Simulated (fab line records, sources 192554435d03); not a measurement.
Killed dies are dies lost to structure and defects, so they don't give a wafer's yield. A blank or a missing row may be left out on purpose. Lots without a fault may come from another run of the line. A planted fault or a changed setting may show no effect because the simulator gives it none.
Which tool did it? | flow n5_finfet | 8 lots, 24 wafers sampled, at 6 steps of a route of 1938

WHAT THE GAUGES READ, wafer by wafer
N5_SD_EPI_N_EPI_MEAS_23. Usual: thk_nm 59.0 nm, standard deviation 1.2.
lot  | measured    | on            | thk_nm (nm)    | flag
L852 | day 3 20:27 | film_metro-01 | 59.8 57.2 59.2 |
L854 | day 4 06:05 | film_metro-01 | 57.8 59.0 62.7 |
L857 | day 4 23:49 | film_metro-02 | 57.0 58.5 57.8 |
L859 | day 5 12:02 | film_metro-02 | 58.2 61.2 58.4 |
L866 | day 7 09:15 | film_metro-01 | 59.7 58.6 57.2 |
L867 | day 7 09:29 | film_metro-02 | 57.1 57.2 60.2 |
L872 | day 8 17:35 | film_metro-02 | 58.1 60.8 58.9 |
L873 | day 9 00:09 | film_metro-01 | 57.1 60.2 59.8 |

N5_BEOL_M4_RC_MEAS_101. Usual: DIBL_N 36.0 mV/V, standard deviation 1.8; DIBL_P 36.3 mV/V, standard deviation 2.4; IOFF_N 0.16 nA/um, standard deviation 0.035; IOFF_P 0.21 nA/um, standard deviation 0.036; ION_N 673 uA/um, standard deviation 13; ION_P 461 uA/um, standard deviation 7.2; SS_N 71.4 mV/dec, standard deviation 0.6; SS_P 73.2 mV/dec, standard deviation 0.7; VT_N 250 mV, standard deviation 4; VT_P -250.9 mV, standard deviation 2.9.
lot  | measured     | on        | DIBL_N (mV/V)  | DIBL_P (mV/V)  | IOFF_N (nA/um) | IOFF_P (nA/um) | ION_N (uA/um) | ION_P (uA/um) | SS_N (mV/dec)  | SS_P (mV/dec)  | VT_N (mV)   | VT_P (mV)            | flag
L852 | day 8 23:30  | prober-01 | 36.3 35.8 38.5 | 37.4 37.5 40.0 | 0.17 0.16 0.23 | 0.21 0.22 0.26 | 683 672 702   | 462 468 475   | 71.5 70.7 71.8 | 73.8 72.9 73.9 | 248 250 245 | -249.2 -247.8 -246.1 |
L854 | day 9 10:52  | prober-02 | 33.9 37.5 35.4 | 34.9 37.1 36.2 | 0.13 0.19 0.15 | 0.17 0.20 0.19 | 674 668 678   | 461 455 470   | 70.4 72.0 71.5 | 73.2 73.4 73.2 | 254 248 249 | -250.4 -251.0 -250.7 |
L857 | day 10 07:46 | prober-02 | 36.7 36.1 37.2 | 37.7 36.2 37.3 | 0.18 0.16 0.17 | 0.24 0.20 0.22 | 675 673 670   | 466 461 464   | 71.9 71.7 72.3 | 74.2 74.1 74.1 | 250 252 252 | -244.6 -250.6 -246.3 |
L859 | day 11 02:52 | prober-01 | 36.3 36.3 39.2 | 36.1 36.3 39.5 | 0.17 0.16 0.24 | 0.20 0.20 0.26 | 683 686 691   | 464 464 459   | 71.6 71.9 72.2 | 73.7 73.7 74.0 | 247 249 244 | -252.8 -252.5 -249.3 |
L872 | day 14 07:43 | prober-02 | 37.5 37.7 36.6 | 39.3 39.7 38.0 | 0.18 0.18 0.16 | 0.24 0.25 0.23 | 691 680 685   | 475 471 474   | 71.0 72.0 71.1 | 73.8 74.1 73.4 | 246 247 246 | -246.5 -247.2 -248.1 |
L873 | day 14 06:26 | prober-01 | 37.2 37.9 39.3 | 37.1 36.6 38.0 | 0.16 0.16 0.20 | 0.21 0.21 0.25 | 673 681 687   | 457 461 464   | 71.4 72.1 72.2 | 73.4 74.0 73.7 | 250 250 247 | -252.4 -252.9 -246.7 |

WHICH TOOL RAN EACH LOT (tool, then ch and the chambers of the sampled wafers, then the start)
lot  | N5_SD_EPI_P_ETCH_37               | N5_SD_EPI_P_ETCHBACK_46           | N5_SD_EPI_P_SD_RECESS_17        | N5_SD_EPI_P_STRIP_40
L852 | rie_diel-04 ch 2,3, day 3 21:27   | rie_diel-04 ch 2,3, day 3 21:47   | rie_si-06 ch 0,1, day 3 22:03   | plasma_asher-02 ch 0,1, day 3 22:13
L854 | rie_diel-04 ch 0,1,3, day 4 07:45 | rie_diel-04 ch 0,1,3, day 4 08:04 | rie_si-05 ch 0,1,2, day 4 08:20 | plasma_asher-02 ch 0,1, day 4 08:29
L857 | rie_diel-02 ch 0,2,3, day 5 01:34 | rie_diel-02 ch 0,2,3, day 5 01:53 | rie_si-06 ch 2,3, day 5 02:09   | plasma_asher-02 ch 0,1, day 5 02:19
L859 | rie_diel-04 ch 0,2,3, day 5 13:09 | rie_diel-04 ch 0,2,3, day 5 13:29 | rie_si-05 ch 0,2,3, day 5 13:45 | plasma_asher-02 ch 0,1, day 5 13:55
L866 | rie_diel-04 ch 0,1,2, day 7 10:40 | rie_diel-04 ch 0,1,2, day 7 10:59 | rie_si-05 ch 0,1,3, day 7 11:16 | plasma_asher-01 ch 0,1, day 7 11:24
L867 | rie_diel-03 ch 0,2,3, day 7 10:55 | rie_diel-03 ch 0,2,3, day 7 11:14 | rie_si-02 ch 0,1,3, day 7 11:31 | plasma_asher-01 ch 0,1, day 7 12:02
L872 | rie_diel-04 ch 0,2,3, day 8 19:13 | rie_diel-04 ch 0,2,3, day 8 19:32 | rie_si-05 ch 0,1, day 8 19:49   | plasma_asher-01 ch 0,1, day 8 19:58
L873 | rie_diel-04 ch 1,2,3, day 9 01:17 | rie_diel-04 ch 1,2,3, day 9 01:37 | rie_si-05 ch 0,1, day 9 01:53   | plasma_asher-01 ch 0,1, day 9 02:07
- N5_SD_EPI_P_ETCH_37: etches SOC in N2/H2, overetch 108 nm, time 486 s.
- N5_SD_EPI_P_ETCHBACK_46: etches SiNx in CH3F/O2, stops on SiO2, target depth 17.5 nm.
- N5_SD_EPI_P_SD_RECESS_17: chemistry HBr/Cl2/O2, target depth 39.1 nm, bt time 3 s.
- N5_SD_EPI_P_STRIP_40: strips in N2/H2.

WHAT THE TOOLS THEMSELVES READ (means of the sampled wafers that have a number; where no wafer has one, the mark that the record gives instead)
N5_SD_EPI_P_ETCH_37. Usual: bias_w 133.0 W, standard deviation 0.4; chamber_pressure_mTorr 20.001 mTorr, standard deviation 0.017; drypump_motor_current_A 5.7 A, standard deviation 0.39; oes_product_au 0.69 a.u., standard deviation 0.063; rf_vpp_V 240.8 V, standard deviation 1.6; showerhead_plenum_p_Torr 2.55 Torr, standard deviation 0.096; temp_c 39.99 C, standard deviation 0.11; throttle_valve_pct 23.89 %, standard deviation 0.28.
lot  | tool        | bias_w (W) | chamber_pressure_mTorr (mTorr) | drypump_motor_current_A (A) | oes_product_au (a.u.) | rf_vpp_V (V) | showerhead_plenum_p_Torr (Torr) | temp_c (C) | throttle_valve_pct (%) | flag
L852 | rie_diel-04 | 133.5      | 20.002                         | 6.1                         | 0.78                  | 242.3        | 2.65                            | 39.95      | 23.86                  |
L854 | rie_diel-04 | 133.2      | 20.000                         | 5.7                         | 0.70                  | 240.6        | 2.58                            | 40.02      | 24.12                  |
L857 | rie_diel-02 | 133.1      | 20.006                         | 5.5                         | 0.66                  | 239.4        | 2.54                            | 39.93      | 24.14                  |
L859 | rie_diel-04 | 132.8      | 19.989                         | 5.9                         | 0.71                  | 240.5        | 2.55                            | 39.93      | 23.88                  |
L866 | rie_diel-04 | -          | -                              | -                           | -                     | -            | -                               | -          | -                      | OFF
L867 | rie_diel-03 | -          | -                              | -                           | -                     | -            | -                               | -          | -                      | OFF
L872 | rie_diel-04 | 133.1      | 20.005                         | 5.9                         | 0.69                  | 240.8        | 2.54                            | 40.03      | 23.92                  |
L873 | rie_diel-04 | 132.5      | 19.989                         | 5.8                         | 0.68                  | 241.4        | 2.61                            | 39.90      | 23.94                  |

N5_SD_EPI_P_ETCHBACK_46. Usual: bias_w 72.99 W, standard deviation 0.19; drypump_motor_current_A 5.7 A, standard deviation 0.39; oes_product_au 0.65 a.u., standard deviation 0.061; rf_vpp_V 297 V, standard deviation 5.5; showerhead_plenum_p_Torr 2.01 Torr, standard deviation 0.076; throttle_valve_pct 16.41 %, standard deviation 0.16.
lot  | tool        | bias_w (W) | drypump_motor_current_A (A) | oes_product_au (a.u.) | rf_vpp_V (V) | showerhead_plenum_p_Torr (Torr) | throttle_valve_pct (%) | flag
L852 | rie_diel-04 | 72.79      | 6.1                         | 0.74                  | 293          | 2.10                            | 16.32                  |
L854 | rie_diel-04 | 72.99      | 5.7                         | 0.66                  | 296          | 2.04                            | 16.46                  |
L857 | rie_diel-02 | 72.93      | 5.5                         | 0.63                  | 298          | 1.99                            | 16.55                  |
L859 | rie_diel-04 | 73.11      | 5.9                         | 0.68                  | 292          | 2.02                            | 16.42                  |
L866 | rie_diel-04 | 72.95      | 5.5                         | 0.26                  | 296          | 1.99                            | 16.47                  | OFF
L867 | rie_diel-03 | 73.14      | 5.8                         | 0.29                  | 300          | 1.98                            | 16.24                  | OFF
L872 | rie_diel-04 | 72.79      | 5.9                         | 0.66                  | 292          | 2.01                            | 16.47                  |
L873 | rie_diel-04 | 72.91      | 5.8                         | 0.64                  | 294          | 2.07                            | 16.46                  |

N5_SD_EPI_P_SD_RECESS_17. Usual: bias_w 112.0 W, standard deviation 0.34; drypump_motor_current_A 5.8 A, standard deviation 0.4; mfc_cl2_sccm 80.02 sccm, standard deviation 0.24; oes_product_au 1.003 a.u., standard deviation 0.012; throttle_valve_pct 37.15 %, standard deviation 0.27.
lot  | tool      | bias_w (W) | drypump_motor_current_A (A) | mfc_cl2_sccm (sccm) | oes_product_au (a.u.) | throttle_valve_pct (%) | flag
L852 | rie_si-06 | 111.7      | 6.3                         | 80.04               | 0.993                 | 37.39                  |
L854 | rie_si-05 | 112.0      | 6.1                         | 80.08               | 1.011                 | 37.29                  |
L857 | rie_si-06 | 112.0      | 5.2                         | 79.99               | 1.003                 | 37.01                  |
L859 | rie_si-05 | 111.7      | 6.1                         | 80.14               | 1.008                 | 37.27                  |
L866 | rie_si-05 | 112.1      | 6.0                         | 80.02               | 1.004                 | 37.09                  |
L867 | rie_si-02 | 112.0      | 5.6                         | 79.93               | 0.997                 | 37.02                  |
L872 | rie_si-05 | 111.8      | 6.2                         | 79.84               | 1.009                 | 37.35                  |
L873 | rie_si-05 | 112.0      | 5.9                         | 80.21               | 1.005                 | 37.30                  |

N5_SD_EPI_P_STRIP_40. Usual: drypump_motor_current_A 5.59 A, standard deviation 0.24; heater_power_w 333 W, standard deviation 18; oes_product_au 0.761 a.u., standard deviation 0.011; temp_c 249.98 C, standard deviation 0.24.
lot  | tool            | drypump_motor_current_A (A) | heater_power_w (W) | oes_product_au (a.u.) | temp_c (C) | flag
L852 | plasma_asher-02 | 5.64                        | 326                | 0.758                 | 249.69     |
L854 | plasma_asher-02 | 5.64                        | 327                | 0.773                 | 249.77     |
L857 | plasma_asher-02 | 5.49                        | 336                | 0.769                 | 250.26     |
L859 | plasma_asher-02 | 5.47                        | 341                | 0.750                 | 249.97     |
L866 | plasma_asher-01 | 5.72                        | 327                | 0.755                 | 250.09     |
L867 | plasma_asher-01 | 5.70                        | 329                | 0.752                 | 249.99     |
L872 | plasma_asher-01 | 5.52                        | 346                | 0.766                 | 250.04     |
L873 | plasma_asher-01 | 5.52                        | 341                | 0.767                 | 249.84     |

THE ANSWER, worked out from the rows above alone
Rule: a lot is off if the mean of its wafers that have a number lies more than 3 standard deviations from the usual mean. A lot without any number at a reading at which 4 lots or more have one is off too. The other lots that the step has rows for count as sound. The gauges are gone through in route order, then the tools' own readings, and for those a lot's mean is taken as printed above. The first step at which some lot is off is used, and at that step the reading that is off furthest; a lot without a number counts as furthest.
Off: L866, L867, at N5_SD_EPI_P_ETCH_37 (bias_w). Without a number there: L866, L867.
A tool fits if, at that step or a process step before it, it ran every lot that is off, and no sound lot after the first of them. None of those tried fits.

WHAT THE SIMULATOR HAD PUT IN
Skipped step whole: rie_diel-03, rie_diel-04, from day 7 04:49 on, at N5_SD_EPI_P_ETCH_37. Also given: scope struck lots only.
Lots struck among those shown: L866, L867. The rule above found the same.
